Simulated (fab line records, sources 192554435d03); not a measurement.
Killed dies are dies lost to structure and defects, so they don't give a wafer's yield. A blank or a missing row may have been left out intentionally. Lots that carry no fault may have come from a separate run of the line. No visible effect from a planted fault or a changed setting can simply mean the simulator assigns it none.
Code-filled problem report in 8D (eight disciplines) form || flow n5Finfet || the parts of the form that need people (team, actions taken, sign-off) are left out

== 1. THE PROBLEM ==
N5_DUMMY_GATE_THK_MEAS_05, thkNm: mean 51.6 nm on 3 wafers (1 lot); fault-free wafers 72.4 nm, standard deviation 1.2. Relative to the usual mean, that is a shift of -17 standard deviations.
First observed at day 7 17:33: wafer L771.1, on filmMetro-01. The record has a number at this step for 27 wafers belonging to 9 lots. Rule for "out" (also "out of limits"): further than 4 standard deviations from the usual mean. The rest of the wafers with a number are treated as sound.

== 2. WHAT IT IS; WHAT IT IS NOT ==
{"question": "which readings at this step", "is": "thkNm", "is not": "-"}
{"question": "which lots", "is": "L771", "is not": "L751, L752, L757, L758, L759, L760, L761, L764"}
{"question": "which wafers of those lots", "is": "all that have a number", "is not": "-"}
{"question": "read on which gauges", "is": "filmMetro-01", "is not": "filmMetro-02"}
{"question": "when", "is": "from day 7 17:33", "is not": "up to then (24 sound wafers)"}

== 3. THE SUSPECTS, EACH WITH WHAT RULES IT OUT ==
Counting: a tool stays on the suspect list if, at a process step up to the reading, it processed all lots that are out and no sound lot following the first of them.
- the gauge at N5_DUMMY_GATE_THK_MEAS_05 has been ruled out. All the wafers that are out were read on filmMetro-01, but those of them that N5_DUMMY_GATE_ETCH_44 has rows for are out there too, on other tools.
- aldSin-02 at N5_STI_FIN_REVEAL_ALD_14 (deposits Si3N4, target thk 3 nm): kept. It ran the lot that is out, L771 (day 7 04:46), and no sound lot after that; its last sound lot up to then is L759 (day 4 06:53).
- lpcvd-02 at N5_DUMMY_GATE_CVD_03 (deposits a-Si from SiH4, target thk 150 nm, time 8042 s): kept. It ran the lot that is out, L771 (day 7 13:34), and no sound lot after that; its last sound lot up to then is L764 (day 5 19:36).
What counting leaves: aldSin-02 at N5_STI_FIN_REVEAL_ALD_14 and lpcvd-02 at N5_DUMMY_GATE_CVD_03.

== 4. THE CAUSE (what the simulator had put in) ==
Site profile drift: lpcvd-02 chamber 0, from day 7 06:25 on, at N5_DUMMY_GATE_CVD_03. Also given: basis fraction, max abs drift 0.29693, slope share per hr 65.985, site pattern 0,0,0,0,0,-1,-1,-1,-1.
Of the 2 suspects that counting leaves, this tool is one.

== 5. THE EFFECT CHAIN, in route order ==
Rows list readings where the struck wafers' mean (over those with a number) sits beyond 3 standard deviations from the usual. Readings are gone through only where the record gives a usual standard deviation; hours: the median, over the lots, of the time from a lot's start at the first step in this table giving one to that lot's start at this step; sigmas: the change measured in usual standard deviations.
{"hours": 0, "step": "N5_DUMMY_GATE_THK_MEAS_05", "reading": "thkNm", "usual": "72.4 nm", "on struck wafers": 51.6, "change": -20.8, "sigmas": -17}
{"hours": 5, "step": "N5_DUMMY_GATE_ETCH_44", "reading": "oesProductAu", "usual": "0.726 a.u.", "on struck wafers": 0.628, "change": -0.098, "sigmas": -6.5}
{"hours": 29, "step": "N5_SDB_THK_MEAS_31", "reading": "SDB_THK", "usual": "64.7 nm", "on struck wafers": 43.9, "change": -20.8, "sigmas": -17}
{"hours": 235, "step": "N5_PASSIVATION_PROBE_49", "reading": "defectLimitedYield", "usual": "91.4 %", "on struck wafers": 84.9, "change": -6.5, "sigmas": -4.3}
{"hours": 235, "step": "N5_PASSIVATION_PROBE_49", "reading": "killedAtFrontEnd", "usual": 37, "on struck wafers": 118, "change": "+81", "sigmas": "+7.3"}
{"hours": 235, "step": "N5_PASSIVATION_PROBE_49", "reading": "killedDies", "usual": 102, "on struck wafers": 178, "change": "+76", "sigmas": "+4.2"}
{"hours": 235, "step": "N5_PASSIVATION_PROBE_49", "reading": "killedOnRim", "usual": 13, "on struck wafers": 75, "change": "+62", "sigmas": "+18"}
{"hours": 235, "step": "N5_PASSIVATION_PROBE_49", "reading": "sortNPass", "usual": 1078, "on struck wafers": 1002, "change": -76, "sigmas": -4.0}
{"hours": 235, "step": "N5_PASSIVATION_PROBE_49", "reading": "sortYieldPct", "usual": "91.3 %", "on struck wafers": 84.9, "change": -6.4, "sigmas": -4.0}
The process steps in it:
- N5_DUMMY_GATE_ETCH_44: etches poly-Si in HBr/O2, stops on SiO2, target depth 127.5 nm.
- N5_PASSIVATION_PROBE_49
At these later measuring or inspecting steps, every struck wafer for which the step has a row has a number for every such reading, and none has moved that far: N5_BEOL_M4_RC_MEAS_101.

== 6. HOW IT WOULD HAVE BEEN CAUGHT EARLIER ==
In this record the first reading out of limits at a measuring or inspecting step was taken at day 7 17:33, 11 hours after the fault began at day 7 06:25.
Each of the lots that are out, 1 in all, had begun N5_DUMMY_GATE_CVD_03 on lpcvd-02 no later than day 7 17:33. A hold on the tool at that time would have spared none of them.
